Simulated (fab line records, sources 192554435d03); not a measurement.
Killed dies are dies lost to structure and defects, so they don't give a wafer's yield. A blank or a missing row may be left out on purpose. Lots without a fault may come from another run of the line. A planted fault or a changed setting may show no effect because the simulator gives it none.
fab line records | flow n5_finfet
record lots=23 wafers=69 last_day=19
route steps=1938 shown BEOL_M5@1179 BEOL_M6@1194 BEOL_M7@1264
lots that met no fault: from a run of the same line without faults
start_h: hours from the record's first day to the start of the lot's first wafer shown | wait_h: hours since the lot's step before | " the same as in the row above | L1.1+2: a row that stands for several wafers | - no value, or no start given | * or withheld: withheld | < > ~ a bound
route shown NAME@n: a module of which the file shows steps, and the number in the route of the first | usual: mean/standard deviation of fault-free wafers | same: alike in all rows | chamber/n: place in a boat | sites: the reading at each site | _std_site: their standard deviation | _edge_site: outer sites' mean less inner sites' | radius_mm: how far each site lies from the wafer's centre | mask NAME#n: copy n | behind: the tool/chamber that last shaped the wafer | hold: why the lot was held/for how many hours/how that ended | device: the transistor (n, p or np) that didn't switch | end of line: the same wafers' tests at the end of the route | a step without rows: its recipe alone | killed: dies lost to structure and defects at the first sort, not the wafer's yield | map: a wafer's dies, x killed, . not, _ none there
set.NAME: the setting as run; set.NAME@STEP: as run at that earlier step | model.NAME: the simulator's own value behind a step, which no gauge read
steps of the route over a sample of lots; a table a step, a row a wafer
services: from which hour (start_h, from the record's first day; less than 0 if before it) a tool's chamber was out of use, for how many hours, and why
## steps
# step N5_BEOL_M5_SPUTTER_83
# recipe material=Cu target_thk_a=150 temp_c=-20 chamber_pressure_pa=0.07 power_w=withheld time_s=27.62
# usual susceptor_temp_C=-20.00/0.1 throttle_valve_pct=30.2/0.75
# columns lot.wafer tool chamber start_h wait_h susceptor_temp_C throttle_valve_pct
L074.1 pvd_sputter-03 - 201.89 0.5 -19.94 29.4
L074.4 " - " " -20.07 31.1
L074.6 " - " " -20.10 29.9
L075.1 pvd_sputter-02 - 206.03 0.5 -19.91 30.3
L075.2 " - " " -19.98 30.7
L075.6 " - " " -20.17 30.1
L078.2 pvd_sputter-03 - 251.36 0.5 -20.10 30.0
L078.3 " - " " -19.98 31.1
L078.6 " - " " -20.00 29.4
L077.4 pvd_sputter-02 - 253.55 0.5 -19.99 30.7
L077.5 " - " " -20.15 29.3
L077.6 " - " " -20.01 30.3
L079.1 pvd_sputter-02 - 272.64 0.5 -19.82 30.5
L079.4 " - " " -19.87 30.4
L079.6 " - " " -19.83 31.3
L080.2 pvd_sputter-01 - 273.50 0.5 -19.91 29.4
L080.4 " - " " -20.11 31.3
L080.5 " - " " -20.14 31.0
L081.1 pvd_sputter-03 - 279.92 0.5 -20.10 30.9
L081.2 " - " " -19.95 30.1
L081.6 " - " " -19.91 29.6
L082.1 pvd_sputter-03 - 286.27 0.5 -19.94 29.6
L082.3 " - " " -20.09 29.4
L082.4 " - " " -19.77 30.3
L083.2 pvd_sputter-02 - 291.34 0.5 -19.99 30.6
L083.3 " - " " -20.18 29.3
L083.6 " - " " -19.92 29.1
L084.1 pvd_sputter-01 - 303.36 0.5 -19.97 29.3
L084.3 " - " " -19.88 31.0
L084.4 " - " " -20.14 31.5
L085.1 pvd_sputter-03 - 307.48 0.5 -19.97 31.0
L085.4 " - " " -20.14 30.2
L085.6 " - " " -20.04 30.2
L087.1 pvd_sputter-01 - 307.79 0.5 -20.08 29.3
L087.2 " - " " -19.93 31.2
L087.5 " - " " -20.01 29.3
L086.2 pvd_sputter-03 - 313.13 0.5 -20.14 30.1
L086.4 " - " " -19.93 31.1
L086.5 " - " " -19.96 29.3
L076.3 pvd_sputter-02 - 319.66 0.5 -20.01 30.6
L076.4 " - " " -20.19 29.2
L076.6 " - " " -19.87 30.2
L089.2 pvd_sputter-03 - 322.74 0.5 -19.99 29.4
L089.3 " - " " -20.02 30.9
L089.5 " - " " -19.93 29.8
L090.2 pvd_sputter-01 - 323.82 0.5 -20.06 31.3
L090.4 " - " " -20.18 29.3
L090.6 " - " " -20.13 31.0
L091.2 pvd_sputter-02 - 340.77 0.5 -20.04 30.5
L091.5 " - " " -20.03 30.1
L091.6 " - " " -19.92 30.6
L088.2 pvd_sputter-01 - 349.34 0.5 -20.01 31.3
L088.3 " - " " -20.06 31.1
L088.6 " - " " -19.92 29.2
L092.1 pvd_sputter-02 - 350.65 0.5 -20.04 30.4
L092.2 " - " " -19.97 29.2
L092.4 " - " " -20.08 30.4
L094.1 pvd_sputter-03 - 350.69 0.5 -19.92 30.7
L094.3 " - " " -19.94 29.5
L094.4 " - " " -19.94 30.2
L095.2 pvd_sputter-02 - 355.08 0.5 -19.95 30.3
L095.5 " - " " -19.80 30.2
L095.6 " - " " -19.96 31.4
L096.2 pvd_sputter-03 - 358.74 0.5 -20.03 30.9
L096.5 " - " " -19.83 30.3
L096.6 " - " " -19.96 29.6
L097.1 pvd_sputter-01 - 359.56 0.5 -19.98 29.3
L097.5 " - " " -20.13 31.0
L097.6 " - " " -20.12 29.5
# step N5_BEOL_M5_ANNEAL_51
# recipe temp_c=225 time_s=90 ambient=N2
# usual wafer_temp_C_max=226.05/0.3
# columns lot.wafer tool chamber start_h wait_h wafer_temp_C_max
L074.1 rtp_anneal-01 0 204.27 0.1 226.03
L074.4 " 0 " " 226.42
L074.6 " 0 " " 226.07
L075.1 rtp_anneal-02 0 208.42 0.1 225.76
L075.2 " 0 " " 225.64
L075.6 " 0 " " 225.72
L078.2 rtp_anneal-01 0 253.79 0.1 226.10
L078.3 " 0 " " 226.21
L078.6 " 0 " " 226.17
L077.4 rtp_anneal-02 0 256.07 0.2 225.91
L077.5 " 0 " " 226.11
L077.6 " 0 " " 225.80
L079.1 rtp_anneal-01 0 275.01 0.1 226.63
L079.4 " 0 " " 226.20
L079.6 " 0 " " 225.89
L080.2 rtp_anneal-01 0 275.92 0.1 226.11
L080.4 " 0 " " 226.21
L080.5 " 0 " " 226.46
L081.1 rtp_anneal-02 0 282.62 0.4 225.91
L081.2 " 0 " " 225.94
L081.6 " 0 " " 226.15
L082.1 rtp_anneal-01 0 288.64 0.1 226.21
L082.3 " 0 " " 226.92
L082.4 " 0 " " 226.37
L083.2 rtp_anneal-02 0 293.76 0.1 225.73
L083.3 " 0 " " 225.85
L083.6 " 0 " " 225.90
L084.1 rtp_anneal-02 0 305.74 0.1 225.56
L084.3 " 0 " " 225.68
L084.4 " 0 " " 225.87
L085.1 rtp_anneal-02 0 309.86 0.1 226.05
L085.4 " 0 " " 226.11
L085.6 " 0 " " 226.04
L087.1 rtp_anneal-02 0 310.34 0.2 226.18
L087.2 " 0 " " 226.33
L087.5 " 0 " " 225.82
L086.2 rtp_anneal-01 0 315.55 0.1 226.52
L086.4 " 0 " " 226.26
L086.5 " 0 " " 226.28
L076.3 rtp_anneal-02 0 322.14 0.1 225.91
L076.4 " 0 " " 225.42
L076.6 " 0 " " 225.90
L089.2 rtp_anneal-01 0 325.21 0.2 226.42
L089.3 " 0 " " 225.85
L089.5 " 0 " " 226.12
L090.2 rtp_anneal-02 0 326.34 0.2 226.04
L090.4 " 0 " " 225.90
L090.6 " 0 " " 226.02
L091.2 rtp_anneal-01 0 343.19 0.1 226.43
L091.5 " 0 " " 225.55
L091.6 " 0 " " 225.92
L088.2 rtp_anneal-02 0 351.77 0.1 226.16
L088.3 " 0 " " 225.91
L088.6 " 0 " " 225.93
L092.1 rtp_anneal-01 0 353.03 0.1 226.09
L092.2 " 0 " " 226.65
L092.4 " 0 " " 226.21
L094.1 rtp_anneal-02 0 353.07 0.1 225.84
L094.3 " 0 " " 225.97
L094.4 " 0 " " 226.06
L095.2 rtp_anneal-02 0 357.57 0.2 225.97
L095.5 " 0 " " 225.74
L095.6 " 0 " " 226.01
L096.2 rtp_anneal-02 0 361.23 0.2 226.21
L096.5 " 0 " " 225.92
L096.6 " 0 " " 225.71
L097.1 rtp_anneal-02 0 361.93 0.1 226.26
L097.5 " 0 " " 226.04
L097.6 " 0 " " 225.71
# step N5_BEOL_M6_ILD_DEP_00
# recipe material=SiCOH_lowk target_thk_a=1797.5 temp_c=300 precursor=DEMS/porogen pressure_torr=5 rf_w=500 time_s=33.4
# usual heater_power_w=335/46 showerhead_plenum_p_Torr=5.742/0.021 susceptor_temp_C=300.01/0.19 throttle_valve_pct=14.2/0.75
# columns lot.wafer tool chamber start_h wait_h heater_power_w showerhead_plenum_p_Torr susceptor_temp_C throttle_valve_pct
L074.1 pecvd-03 0 205.18 0.0 323 5.731 299.80 14.3
L074.4 " 0 " " 325 5.734 300.22 13.8
L074.6 " 0 " " 325 5.727 300.06 13.9
L075.1 pecvd-03 0 209.34 0.0 292 5.711 299.72 14.0
L075.2 " 1 " " 355 5.753 299.60 14.2
L075.6 " 0 " " 304 5.732 300.15 14.0
L078.2 pecvd-03 0 254.66 0.0 341 5.737 300.15 13.8
L078.3 " 2 " " 297 5.742 300.09 13.0
L078.6 " 1 " " 341 5.745 299.94 14.1
L077.4 pecvd-04 0 256.96 0.1 376 5.717 300.06 14.0
L077.5 " 1 " " 453 5.759 299.79 15.6
L077.6 " 2 " " 331 5.756 300.01 14.0
L079.1 pecvd-02 0 275.93 0.0 286 5.706 299.83 14.0
L079.4 " 2 " " 355 5.763 300.10 13.7
L079.6 " 1 " " 343 5.757 300.06 15.4
L080.2 pecvd-03 2 276.82 0.0 288 5.725 300.08 12.9
L080.4 " 0 " " 312 5.717 300.01 13.8
L080.5 " 1 " " 334 5.735 299.83 13.9
L081.1 pecvd-02 0 283.53 0.0 319 5.714 300.14 13.7
L081.2 " 2 " " 306 5.778 299.86 13.7
L081.6 " 2 " " 299 5.766 299.95 13.7
L082.1 pecvd-02 1 289.59 0.0 341 5.767 300.01 14.9
L082.3 " 0 " " 309 5.699 300.07 13.8
L082.4 " 0 " " 312 5.711 300.09 13.9
L083.2 pecvd-02 2 297.17 0.0 300 5.748 300.02 13.6
L083.3 " 1 " " 339 5.763 299.95 15.2
L083.6 " 0 " " 315 5.701 299.98 13.8
L084.1 pecvd-03 1 306.66 0.0 338 5.737 300.55 14.1
L084.3 " 0 " " 277 5.724 300.28 14.1
L084.4 " 1 " " 351 5.748 300.29 13.9
L085.1 pecvd-04 1 310.78 0.0 396 5.767 300.18 15.7
L085.4 " 1 " " 391 5.756 300.19 15.7
L085.6 " 0 " " 343 5.730 299.83 14.0
L087.1 pecvd-02 1 311.44 0.0 340 5.763 300.18 15.1
L087.2 " 0 " " 266 5.708 300.13 13.7
L087.5 " 1 " " 272 5.766 299.98 15.1
L086.2 pecvd-04 1 318.44 0.0 372 5.741 300.19 15.6
L086.4 " 0 " " 363 5.734 299.94 13.9
L086.5 " 1 " " 379 5.764 299.94 15.5
L076.3 pecvd-04 2 323.04 0.0 337 5.789 300.17 14.1
L076.4 " 2 " " 262 5.765 299.80 14.1
L076.6 " 1 " " 439 5.746 299.91 15.8
L089.2 pecvd-03 1 326.35 0.0 284 5.748 300.11 14.0
L089.3 " 2 " " 255 5.750 299.94 13.0
L089.5 " 2 " " 252 5.748 299.88 12.9
L090.2 pecvd-04 1 327.21 0.0 367 5.760 300.09 15.7
L090.4 " 2 " " 302 5.758 300.04 14.0
L090.6 " 1 " " 375 5.755 300.42 15.6
L091.2 pecvd-03 0 344.11 0.0 328 5.736 299.88 14.1
L091.5 " 1 " " 350 5.752 300.25 14.0
L091.6 " 2 " " 297 5.756 300.08 13.1
L088.2 pecvd-04 0 352.69 0.0 411 5.726 300.27 13.9
L088.3 " 1 " " 392 5.765 299.82 15.7
L088.6 " 1 " " 390 5.749 299.85 15.6
L092.1 pecvd-02 1 353.95 0.0 285 5.753 299.98 15.2
L092.2 " 2 " " 348 5.757 300.32 14.0
L092.4 " 0 " " 292 5.704 299.87 13.8
L094.1 pecvd-04 1 354.04 0.0 435 5.752 299.81 15.7
L094.3 " 1 " " 451 5.754 300.05 15.6
L094.4 " 0 " " 394 5.724 300.05 14.1
L095.2 pecvd-02 0 358.47 0.0 307 5.707 300.08 13.6
L095.5 " 2 " " 352 5.757 300.00 13.3
L095.6 " 0 " " 308 5.715 299.93 14.1
L096.2 pecvd-02 0 362.10 0.0 341 5.715 299.68 13.7
L096.5 " 1 " " 313 5.767 299.96 14.9
L096.6 " 0 " " 257 5.695 299.97 13.7
L097.1 pecvd-04 0 363.16 0.0 362 5.744 299.68 13.6
L097.5 " 2 " " 279 5.752 300.06 13.8
L097.6 " 1 " " 402 5.756 299.86 15.4
# step N5_BEOL_M6_ETCH_61
# recipe chemistry=CF4 target=SiARC target_depth_a=455 mask_material=CAR-ArF time_s=75.8 ion_energy_ev=80 pressure_mtorr=40 source_w=545 bias_w=36 Ar_flow_sccm=100 cf4_flow_sccm=100 ends=cleared
# usual drypump_motor_current_A=5.8/0.49 etch_rf_on_time_s=75.6/1.9 mfc_ar_sccm=99.99/0.25 oes_product_au=0.69/0.068 rf_vpp_V=183.8/1.2 showerhead_plenum_p_Torr=2.12/0.075 throttle_valve_pct=15.62/0.22
# columns lot.wafer tool chamber start_h wait_h drypump_motor_current_A etch_rf_on_time_s mfc_ar_sccm oes_product_au rf_hours_counter_h rf_vpp_V showerhead_plenum_p_Torr throttle_valve_pct
L074.1 rie_diel-03 0 208.28 0.0 6.0 76.2 100.04 0.70 80 184.4 2.09 15.66
L074.4 " 2 " " 6.8 74.1 99.99 0.72 66 186.5 2.18 15.75
L074.6 " 3 " " 5.6 76.8 99.67 0.58 - 185.2 2.20 16.19
L075.1 rie_diel-03 1 210.65 0.0 6.5 76.4 99.86 0.72 52 186.3 2.17 15.37
L075.2 " 0 " " 6.0 75.8 100.12 0.70 81 183.3 2.09 15.66
L075.6 " 3 " " 5.6 76.1 100.30 0.58 - 185.3 2.20 16.21
L078.2 rie_diel-03 1 256.33 0.0 6.5 76.6 99.98 0.71 66 184.3 2.17 15.40
L078.3 " 0 " " 6.0 76.2 99.76 0.69 95 183.1 2.08 15.67
L078.6 " 3 " " 5.6 76.2 100.10 0.83 - 185.1 2.20 15.69
L077.4 rie_diel-01 1 259.37 0.0 6.4 73.3 100.24 0.70 75 183.3 2.09 15.31
L077.5 " 2 " " 5.4 77.1 99.93 0.59 - 184.8 2.19 15.80
L077.6 " 1 " " 6.5 73.1 99.76 0.69 - 183.6 2.09 15.30
L079.1 rie_diel-03 2 277.75 0.0 6.7 72.5 100.01 0.71 87 184.1 2.17 15.77
L079.4 " 2 " " 6.7 73.4 100.11 0.70 - 183.5 2.17 15.78
L079.6 " 0 " " 6.0 76.6 100.38 0.68 - 182.8 2.08 15.68
L080.2 rie_diel-03 0 278.05 0.0 6.0 76.4 99.58 0.68 101 182.5 2.08 15.69
L080.4 " 0 " " 6.0 76.8 98.96 0.67 - 184.5 2.08 15.70
L080.5 " 2 " " 6.7 73.4 100.07 0.70 - 183.8 2.17 15.78
L081.1 rie_diel-01 1 285.32 0.0 6.4 73.5 99.53 0.69 83 183.8 2.09 15.31
L081.2 " 3 " " 5.1 76.3 100.01 0.62 197 181.5 1.95 15.52
L081.6 " 0 " " 6.2 78.6 99.51 0.62 - 184.0 2.05 15.78
L082.1 rie_diel-05 1 291.91 0.0 6.2 76.0 100.17 0.74 48 183.9 2.09 15.48
L082.3 " 2 " " 5.6 72.7 99.94 0.63 223 184.1 2.21 15.86
L082.4 " 0 " " 5.3 76.3 99.77 0.68 85 183.1 2.18 15.60
L083.2 rie_diel-05 0 299.81 0.0 5.4 76.3 100.11 0.69 86 184.2 2.18 15.59
L083.3 " 3 " " 5.5 75.7 99.82 0.75 37 184.1 2.10 15.29
L083.6 " 2 " " 5.6 72.0 100.18 0.63 - 186.5 2.21 15.88
L084.1 rie_diel-01 1 310.78 0.0 6.5 73.5 100.46 0.68 90 183.3 2.08 15.34
L084.3 " 0 " " 6.2 79.3 100.22 0.62 183 182.9 2.05 15.81
L084.4 " 2 " " 5.4 78.2 100.01 0.58 243 183.6 2.19 15.84
L085.1 rie_diel-01 1 315.50 0.0 6.4 72.4 99.95 0.68 91 182.6 2.08 15.34
L085.4 " 2 " " 5.4 77.4 99.96 0.58 244 184.2 2.19 15.82
L085.6 " 0 " " 6.2 78.0 99.86 0.63 - 183.4 2.05 15.81
L087.1 rie_diel-03 0 315.67 0.0 6.0 76.9 99.54 0.67 111 181.9 2.08 15.72
L087.2 " 3 " " 5.6 76.3 100.34 0.79 18 183.8 2.19 15.72
L087.5 " 2 " " 6.7 73.2 100.03 0.69 - 185.1 2.17 15.81
L086.2 rie_diel-05 1 320.35 0.0 6.2 77.0 99.86 0.73 53 183.4 2.09 15.48
L086.4 " 2 " " 5.6 72.4 100.00 0.63 230 185.6 2.21 15.86
L086.5 " 2 " " 5.6 72.2 99.62 0.63 - 184.5 2.21 15.87
L076.3 rie_diel-05 0 326.93 0.0 5.3 75.6 99.72 0.69 94 184.8 2.18 15.62
L076.4 " 3 " " 5.6 75.2 100.29 0.74 46 182.0 2.10 15.29
L076.6 " 3 " " 5.6 75.4 100.41 0.74 - 183.7 2.10 15.30
L089.2 rie_diel-05 2 327.65 0.0 5.6 71.2 100.64 0.63 233 183.6 2.21 15.88
L089.3 " 1 " " 6.2 75.4 100.07 0.74 56 183.6 2.09 15.49
L089.5 " 1 " " 6.2 75.6 100.28 0.73 - 182.8 2.09 15.50
L090.2 rie_diel-05 2 330.41 0.0 5.6 71.4 99.97 0.63 233 184.2 2.21 15.88
L090.4 " 0 " " 5.3 75.7 100.01 0.68 95 183.6 2.18 15.62
L090.6 " 0 " " 5.4 76.8 100.15 0.68 - 184.1 2.18 15.62
L091.2 rie_diel-01 3 347.38 0.0 5.1 76.5 99.83 0.61 220 183.4 1.94 15.56
L091.5 " 3 " " 5.1 75.5 99.60 0.61 - 181.1 1.94 15.57
L091.6 " 0 " " 6.2 78.7 100.31 0.62 - 182.1 2.04 15.85
L088.2 rie_diel-05 1 354.72 0.0 6.2 76.9 99.95 0.72 66 182.7 2.09 15.52
L088.3 " 3 " " 5.5 75.8 100.39 0.73 57 183.9 2.10 15.33
L088.6 " 2 " " 5.6 72.6 100.01 0.62 - 182.5 2.20 15.91
L092.1 rie_diel-01 2 356.31 0.0 5.4 73.8 99.99 0.84 5 183.5 2.18 15.39
L092.2 " 3 " " 5.1 76.4 100.27 0.61 223 180.9 1.94 15.57
L092.4 " 0 " " 6.3 79.5 100.07 0.60 - 182.4 2.04 15.84
L094.1 rie_diel-01 0 356.57 0.0 6.2 79.2 100.09 0.62 204 181.5 2.04 15.84
L094.3 " 2 " " 5.5 74.7 99.85 0.83 6 184.0 2.19 15.40
L094.4 " 2 " " 5.4 74.4 99.71 0.83 - 186.2 2.19 15.39
L095.2 rie_diel-03 1 360.47 0.0 6.4 77.7 100.05 0.69 90 182.8 2.16 15.45
L095.5 " 3 " " 5.6 75.8 99.55 0.76 - 184.6 2.19 15.75
L095.6 " 2 " " 6.7 73.9 99.92 0.68 - 184.7 2.16 15.81
L096.2 rie_diel-03 0 365.79 0.0 6.0 75.8 99.86 0.67 122 181.5 2.07 15.73
L096.5 " 0 " " 6.0 75.6 99.86 0.66 - 183.3 2.07 15.72
L096.6 " 3 " " 5.6 74.7 99.85 0.78 - 184.8 2.19 15.74
L097.1 rie_diel-01 2 365.82 0.0 5.4 74.2 99.75 0.82 11 184.5 2.18 15.39
L097.5 " 2 " " 5.4 74.8 100.40 0.82 - 185.4 2.18 15.40
L097.6 " 3 " " 5.1 75.3 99.94 0.61 - 181.4 1.94 15.56
# step N5_BEOL_M6_VIA_ETCH_34
# recipe chemistry=C4F6/O2 target=SiCOH_lowk target_depth_a=1263 mask_material=SOC taper_deg=4 time_s=50.9 ion_energy_ev=250 pressure_mtorr=30 source_w=345 bias_w=185 Ar_flow_sccm=300 C4F6_flow_sccm=10 O2_flow_sccm=10
# usual drypump_motor_current_A=5.9/0.48 mfc_ar_sccm=300.0/0.93 oes_product_au=0.79/0.066 rf_vpp_V=659/12 showerhead_plenum_p_Torr=2.82/0.094 throttle_valve_pct=20.89/0.2
# columns lot.wafer tool chamber start_h wait_h drypump_motor_current_A mfc_ar_sccm oes_product_au rf_hours_counter_h rf_vpp_V showerhead_plenum_p_Torr throttle_valve_pct
L074.1 rie_diel-01 3 209.48 0.0 5.1 301.3 0.73 172 660 2.60 20.64
L074.4 " 0 " " 6.2 298.5 0.75 153 645 2.73 20.99
L074.6 " 2 " " 5.4 300.3 0.70 - 681 2.93 21.03
L075.1 rie_diel-05 1 212.64 0.0 6.2 298.8 0.91 30 660 2.79 20.73
L075.2 " 3 " " 5.6 299.2 0.91 17 661 2.81 20.59
L075.6 " 2 " " 5.6 299.9 0.74 - 666 2.93 20.97
L078.2 rie_diel-05 0 259.04 0.0 5.3 300.6 0.82 78 649 2.91 20.97
L078.3 " 3 " " 5.6 300.5 0.88 27 660 2.80 20.61
L078.6 " 0 " " 5.4 299.8 0.82 - 649 2.91 20.96
L077.4 rie_diel-01 3 262.89 0.0 5.1 300.3 0.73 189 659 2.60 20.66
L077.5 " 2 " " 5.4 299.1 0.69 - 681 2.93 21.05
L077.6 " 3 " " 5.2 300.2 0.73 - 659 2.60 20.65
L079.1 rie_diel-03 0 280.49 0.0 6.0 299.9 0.79 102 663 2.76 21.01
L079.4 " 0 " " 6.0 301.7 0.80 - 663 2.76 20.98
L079.6 " 3 " " 5.6 299.3 0.94 - 683 2.92 21.07
L080.2 rie_diel-03 2 280.89 0.0 6.7 298.6 0.81 89 644 2.89 21.18
L080.4 " 0 " " 6.0 301.7 0.79 - 661 2.76 21.00
L080.5 " 2 " " 6.7 299.3 0.81 - 643 2.89 21.17
L081.1 rie_diel-05 2 287.36 0.0 5.6 300.8 0.73 221 665 2.92 20.99
L081.2 " 3 " " 5.6 299.0 0.87 33 660 2.80 20.61
L081.6 " 1 " " 6.2 301.0 0.88 - 662 2.78 20.76
L082.1 rie_diel-05 2 295.21 0.0 5.6 298.1 0.73 224 665 2.92 20.99
L082.3 " 1 " " 6.2 300.7 0.87 48 660 2.78 20.77
L082.4 " 0 " " 5.3 301.2 0.80 85 650 2.90 20.98
L083.2 rie_diel-01 2 302.18 0.0 5.4 299.1 0.68 241 679 2.92 21.08
L083.3 " 1 " " 6.4 300.2 0.80 88 649 2.76 20.58
L083.6 " 1 " " 6.5 300.2 0.80 - 649 2.76 20.56
L084.1 rie_diel-03 2 314.64 0.0 6.7 299.0 0.80 97 644 2.89 21.18
L084.3 " 0 " " 6.0 300.1 0.77 110 663 2.75 21.03
L084.4 " 1 " " 6.5 299.4 0.81 79 650 2.88 20.70
L085.1 rie_diel-05 1 316.90 0.0 6.2 301.2 0.87 53 661 2.78 20.78
L085.4 " 2 " " 5.7 299.6 0.73 229 666 2.92 20.98
L085.6 " 0 " " 5.4 299.0 0.79 - 650 2.90 20.97
L087.1 rie_diel-01 3 319.57 0.0 5.1 300.3 0.71 206 660 2.59 20.68
L087.2 " 1 " " 6.4 299.9 0.79 93 647 2.76 20.57
L087.5 " 0 " " 6.2 299.7 0.73 - 642 2.72 21.05
L086.2 rie_diel-01 1 321.51 0.0 6.4 302.4 0.79 93 649 2.76 20.58
L086.4 " 0 " " 6.2 299.8 0.74 187 644 2.72 21.04
L086.5 " 1 " " 6.4 301.6 0.79 - 648 2.76 20.56
L076.3 rie_diel-01 0 329.10 0.0 6.2 302.1 0.72 190 644 2.71 21.06
L076.4 " 3 " " 5.1 300.0 0.71 210 659 2.59 20.69
L076.6 " 0 " " 6.2 299.5 0.72 - 646 2.71 21.03
L089.2 rie_diel-05 1 329.27 0.0 6.2 300.0 0.88 57 661 2.78 20.79
L089.3 " 0 " " 5.3 299.7 0.80 94 649 2.90 20.99
L089.5 " 1 " " 6.1 300.5 0.86 - 662 2.78 20.78
L090.2 rie_diel-01 1 332.72 0.0 6.5 300.2 0.78 99 648 2.76 20.58
L090.4 " 1 " " 6.5 298.7 0.78 - 647 2.76 20.59
L090.6 " 3 " " 5.1 300.2 0.72 - 659 2.59 20.70
L091.2 rie_diel-03 2 353.39 0.0 6.7 300.8 0.78 105 643 2.89 21.19
L091.5 " 0 " " 6.0 299.9 0.77 - 663 2.75 21.01
L091.6 " 1 " " 6.5 300.5 0.78 - 650 2.87 20.71
L088.2 rie_diel-05 3 356.39 0.0 5.5 300.1 0.84 58 660 2.79 20.66
L088.3 " 1 " " 6.2 301.0 0.85 67 660 2.77 20.80
L088.6 " 3 " " 5.5 299.8 0.83 - 660 2.79 20.66
L092.1 rie_diel-05 2 357.62 0.0 5.6 299.3 0.72 244 665 2.91 21.01
L092.2 " 1 " " 6.2 301.5 0.85 67 661 2.77 20.80
L092.4 " 0 " " 5.4 299.8 0.79 105 649 2.89 21.01
L094.1 rie_diel-05 0 358.02 0.0 5.3 299.4 0.79 105 648 2.89 21.01
L094.3 " 2 " " 5.6 300.9 0.72 244 665 2.91 21.02
L094.4 " 1 " " 6.2 299.5 0.85 67 661 2.77 20.79
L095.2 rie_diel-03 2 364.96 0.0 6.7 299.6 0.79 109 644 2.88 21.19
L095.5 " 2 " " 6.7 300.2 0.78 - 643 2.88 21.20
L095.6 " 3 " " 5.6 299.7 0.91 - 682 2.91 21.10
L097.1 rie_diel-03 1 367.29 0.0 6.5 300.5 0.79 93 648 2.87 20.71
L097.5 " 3 " " 5.6 302.5 0.89 - 681 2.91 21.11
L097.6 " 0 " " 6.0 300.1 0.78 - 664 2.75 21.03
L096.2 rie_diel-05 0 367.38 0.0 5.4 299.6 0.78 108 650 2.89 21.01
L096.5 " 3 " " 5.5 299.6 0.84 - 660 2.79 20.66
L096.6 " 0 " " 5.4 299.2 0.78 - 649 2.89 21.02
# step N5_BEOL_M7_CURE_74
# recipe temp_c=385 time_s=240 ambient=He/Ar material=SiCOH_lowk
# usual lamp_power_pct=52.32/0.057 wafer_temp_C_max=386.7/0.51
# columns lot.wafer tool chamber start_h wait_h lamp_power_pct wafer_temp_C_max
L074.1 uv_cure-02 0 213.71 0.1 52.39 386.6
L074.4 " 0 " " 52.41 386.7
L074.6 " 0 " " 52.37 386.7
L075.1 uv_cure-02 2 215.24 0.0 52.33 387.3
L075.2 " 2 " " 52.43 386.4
L075.6 " 2 " " 52.24 387.0
L078.2 uv_cure-03 1 262.99 0.1 52.23 387.1
L078.3 " 1 " " 52.32 386.3
L078.6 " 1 " " 52.31 386.7
L077.4 uv_cure-01 2 266.95 0.3 52.36 387.1
L077.5 " 2 " " 52.27 386.3
L077.6 " 2 " " 52.29 386.9
L079.1 uv_cure-01 2 283.06 0.0 52.37 386.4
L079.4 " 2 " " 52.37 385.9
L079.6 " 2 " " 52.25 386.3
L080.2 uv_cure-01 2 285.38 0.1 52.34 387.4
L080.4 " 2 " " 52.32 386.5
L080.5 " 2 " " 52.31 386.1
L081.1 uv_cure-02 2 290.13 0.2 52.28 386.4
L081.2 " 2 " " 52.35 387.0
L081.6 " 2 " " 52.39 387.2
L082.1 uv_cure-01 1 297.74 0.0 52.44 386.1
L082.3 " 1 " " 52.38 386.3
L082.4 " 1 " " 52.33 385.7
L083.2 uv_cure-03 0 306.58 0.4 52.35 387.1
L083.3 " 0 " " 52.31 388.1
L083.6 " 0 " " 52.29 387.2
L084.1 uv_cure-02 0 318.63 0.0 52.27 385.7
L084.3 " 0 " " 52.26 386.7
L084.4 " 0 " " 52.32 386.3
L085.1 uv_cure-01 0 321.42 0.0 52.34 387.2
L085.4 " 0 " " 52.30 387.3
L085.6 " 0 " " 52.32 386.8
L087.1 uv_cure-03 2 322.44 0.0 52.40 386.7
L087.2 " 2 " " 52.32 386.7
L087.5 " 2 " " 52.30 386.6
L086.2 uv_cure-02 2 324.51 0.1 52.32 386.9
L086.4 " 2 " " 52.26 387.8
L086.5 " 2 " " 52.39 387.4
L076.3 uv_cure-01 2 331.92 0.2 52.25 386.9
L076.4 " 2 " " 52.33 386.4
L076.6 " 2 " " 52.35 386.7
L089.2 uv_cure-03 1 332.00 0.1 52.39 387.2
L089.3 " 1 " " 52.33 386.7
L089.5 " 1 " " 52.25 387.4
L090.2 uv_cure-03 1 336.78 0.2 52.28 386.4
L090.4 " 1 " " 52.30 386.6
L090.6 " 1 " " 52.38 386.8
L091.2 uv_cure-01 2 356.69 0.2 52.35 386.3
L091.5 " 2 " " 52.40 387.3
L091.6 " 2 " " 52.37 386.9
L088.2 uv_cure-01 0 359.56 0.2 52.37 386.4
L088.3 " 0 " " 52.36 386.8
L088.6 " 0 " " 52.34 386.9
L092.1 uv_cure-02 0 361.69 0.0 52.22 386.2
L092.2 " 0 " " 52.37 386.7
L092.4 " 0 " " 52.36 386.4
L094.1 uv_cure-01 1 361.92 0.0 52.22 386.7
L094.3 " 1 " " 52.31 386.3
L094.4 " 1 " " 52.19 385.9
L095.2 uv_cure-02 0 368.69 0.1 52.26 386.2
L095.5 " 0 " " 52.23 386.9
L095.6 " 0 " " 52.35 386.4
L097.1 uv_cure-02 0 371.40 0.0 52.31 386.9
L097.5 " 0 " " 52.29 386.7
L097.6 " 0 " " 52.27 386.4
L096.2 uv_cure-01 2 371.61 0.1 52.31 386.5
L096.5 " 2 " " 52.30 386.9
L096.6 " 2 " " 52.39 386.4
## services
# columns tool chamber start_h hours kind
uv_cure-01 - 190.89 5.8 repair
pvd_sputter-03 - 205.12 1.6 repair
uv_cure-03 - 220.95 2.8 pm
uv_cure-03 - 225.69 0.9 repair
rie_diel-05 2 229.83 7.1 repair
pvd_sputter-01 - 237.91 1.1 repair
uv_cure-01 - 279.90 0.5 repair
uv_cure-02 - 281.24 7.5 pm
pecvd-03 - 286.12 14.6 pm
pecvd-04 2 287.69 4.1 repair
uv_cure-03 - 289.04 7.5 pm
pecvd-04 - 289.55 6.0 pm
pecvd-02 - 298.59 3.4 repair
rie_diel-03 - 322.81 14.6 pm
pecvd-02 - 326.95 0.6 repair
rie_diel-01 2 329.64 - clean
rie_diel-01 2 329.64 - consumable_replace:focus_ring
rie_diel-01 2 329.64 14.3 scheduled_down
pecvd-04 2 331.11 30.4 repair
rtp_anneal-01 - 333.08 4.2 pm
pecvd-02 - 335.57 2.8 pm
rie_diel-01 1 341.15 22.0 repair
rie_diel-05 2 349.12 1.4 repair
uv_cure-01 - 355.77 0.8 repair
## key
fault none
